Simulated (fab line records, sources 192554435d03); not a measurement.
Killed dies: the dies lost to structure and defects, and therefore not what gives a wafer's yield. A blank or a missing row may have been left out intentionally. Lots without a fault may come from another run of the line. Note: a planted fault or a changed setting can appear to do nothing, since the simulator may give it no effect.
A lot that was struck, set against a sound lot    flow n5_finfet    21 steps out of a route of 1938
Sound: the wafers L932.1, L932.2, L932.3. Wafers struck: L917.1, L917.3, L917.4. The cause is given at the end.
Each step with rows lists, per side, the tool, then ch with its chambers, then its first start. Under that, the readings that differ: sound wafers    struck wafers    difference of the means    sigmas: that difference in standard deviations of wafers without a fault.
alike: words and numbers the same on both sides, and readings whose means are apart by under 2 such deviations; not compared: readings that were withheld, readings missing a value for some wafer, numbers with overlapping values and no deviation given by the record, and bounds like >300 which may hide the same value.
A row with sigmas, a row that says differs or no value, or rows on one side alone: a step with any of these is where the two part. Non-overlapping numbers with no deviation appear without sigmas and do not part them. Lack of a reading on every wafer of one side parts them only where that side has two or more wafers.

first, 9 steps without rows for these wafers: N5_BEOL_M0_CO_CAP_123 (material Co, precursor CCTBA/H2, target thk 2 nm, time 102.1 s); N5_BEOL_M0_PRE_CLEAN_124 (time 15 s); N5_BEOL_M0_DEP_125 (deposits SiCN from 3MS/NH3, target thk 8 nm, time 14 s); N5_BEOL_M1_ILD_DEP_00 (deposits SiOC from DEMS/O2, target thk 79 nm, time 15.3 s); N5_BEOL_M1_PECVD_72 (deposits SiO2 from TEOS/O2, target thk 16 nm, time 18 s); N5_BEOL_M1_HM_DEP_02 (deposits TiN, target thk 20 nm); N5_BEOL_M1_COAT_61 (time 60 s, resist thk 60 nm); N5_BEOL_M1_COAT_62 (time 60 s, resist thk 12 nm); N5_BEOL_M1_COAT_73 (time 60 s, resist thk 5 nm).
N5_BEOL_M1_COAT_05: resist thk 30 nm.
  sound on litho_track-01 ch 0, day 11 11:40; struck on litho_track-03 ch 0, day 8 00:38
reading                                       sound                 struck                difference  sigmas
spin_speed_rpm (rpm)                          1498.9 1499.6 1500.4  1420.5 1421.4 1423.5  -77.8       -71
model.CAR-EUV_of_BEOL_M1_COAT_05.thk_nm (nm)  30.2 30 30            31 30.8 30.8          +1          
then, 7 steps without rows for these wafers: N5_BEOL_M1_EBR_07; N5_BEOL_M1_SOFTBAKE_06 (time 60 s); N5_BEOL_M1_EXPOSE_08 (exposes mask M1); N5_BEOL_M1_PEB_09 (peb time 60 s); N5_BEOL_M1_DEVELOP_10 (develop time 30 s); N5_BEOL_M1_DESCUM_16 (chemistry O2, time 7 s); N5_BEOL_M1_ETCH_74 (etches underlayer in N2/H2, target depth 6.5 nm, time 5.2 s).
N5_BEOL_M1_ETCH_63: etches SiARC in CF4, target depth 15.6 nm, time 26 s.
  sound on rie_diel-06 ch 0,2,3, day 11 12:14; struck on rie_diel-06 ch 0,1,2, day 8 01:11
reading                                       sound       struck      difference  sigmas
model.CAR-EUV_of_BEOL_M1_COAT_05.thk_nm (nm)  11.2 11 11  12 11.8 12  +1          
  alike: drypump_motor_current_A, etch_rf_on_time_s, mfc_ar_sccm, oes_product_au, rf_fwd_power_W, rf_vpp_V, showerhead_plenum_p_Torr, throttle_valve_pct
  not compared: rf_hours_counter_h
then, 1 step without rows for these wafers: N5_BEOL_M1_ETCH_64 (etches SOC in N2/H2, target depth 75 nm, overetch 15 nm, time 112.5 s).
N5_BEOL_M4_RC_MEAS_101:
  sound on prober-01 ch 0, day 13 12:46; struck on prober-01 ch 0, day 9 13:07
  alike: DIBL_N, DIBL_P, IOFF_N, IOFF_P, ION_N, ION_P, SS_N, SS_P, VT_N, VT_P
-- here the record skips 4 days between the struck wafers' starts before and after, leaving off in module BEOL_M4 and picking up in module PASSIVATION (first step shown: number 1936 of the route) --
N5_PASSIVATION_PROBE_49:
  rows exist in the record for the struck wafers here (prober-02, day 13 12:31), but not for the sound ones

## WHERE THEY PART
At N5_BEOL_M1_COAT_05 first; at N5_PASSIVATION_PROBE_49 last (within this record only).

WHY: whatever the simulator had introduced
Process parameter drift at N5_BEOL_M1_COAT_05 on litho_track-03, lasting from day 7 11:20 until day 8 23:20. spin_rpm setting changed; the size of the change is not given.
